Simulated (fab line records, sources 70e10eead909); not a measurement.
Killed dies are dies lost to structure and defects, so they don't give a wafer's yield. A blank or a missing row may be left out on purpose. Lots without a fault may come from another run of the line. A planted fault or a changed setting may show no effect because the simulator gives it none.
Chamber matching | flow nand_harc | NHARC_A_BLC_STRIP_29 on rie_diel-02: 4 sister chambers
The step strips in CF4. 4 wafers are shown with their chamber, then 10 later ones without.

WAFERS WITH THEIR CHAMBER
wafer  | chamber | showerhead_plenum_p_Torr (Torr)
L084.6 | 1       | 1.81
L091.5 | 3       | 1.86
L087.1 | 2       | 1.70
L087.2 | 0       | 1.66

WAFERS WITHOUT THEIR CHAMBER
wafer  | showerhead_plenum_p_Torr (Torr)
L087.3 | 1.81
L095.1 | 1.81
L095.3 | 1.65
L095.4 | 1.86
L094.1 | 1.70
L094.3 | 1.86
L094.4 | 1.81
L097.1 | 1.81
L097.2 | 1.66
L097.5 | 1.70

WHICH CHAMBER EACH WENT THROUGH
wafer  | from the rows above | in truth
L087.3 | 1                   | 1
L095.1 | 1                   | 1
L095.3 | 0                   | 0
L095.4 | 3                   | 3
L094.1 | 2                   | 2
L094.3 | 3                   | 3
L094.4 | 1                   | 1
L097.1 | 1                   | 1
L097.2 | 0                   | 0
L097.5 | 2                   | 2
Placed correctly: 10 of 10. Can't be placed from these rows: 0. Placed wrongly: 0.
How it was worked out, from the rows above alone: a wafer's distance from a chamber is the root of the sum, over the readings, of the square of ((its reading less the chamber's mean) divided by the reading's scatter). The wafer belongs to the nearest chamber; if the next one is less than 2 further off, it can't be placed. A chamber's mean is the mean of its shown wafers. The scatter: with one shown wafer a chamber, the root of the mean of the squares of how far each hidden wafer lies from its nearest shown one.
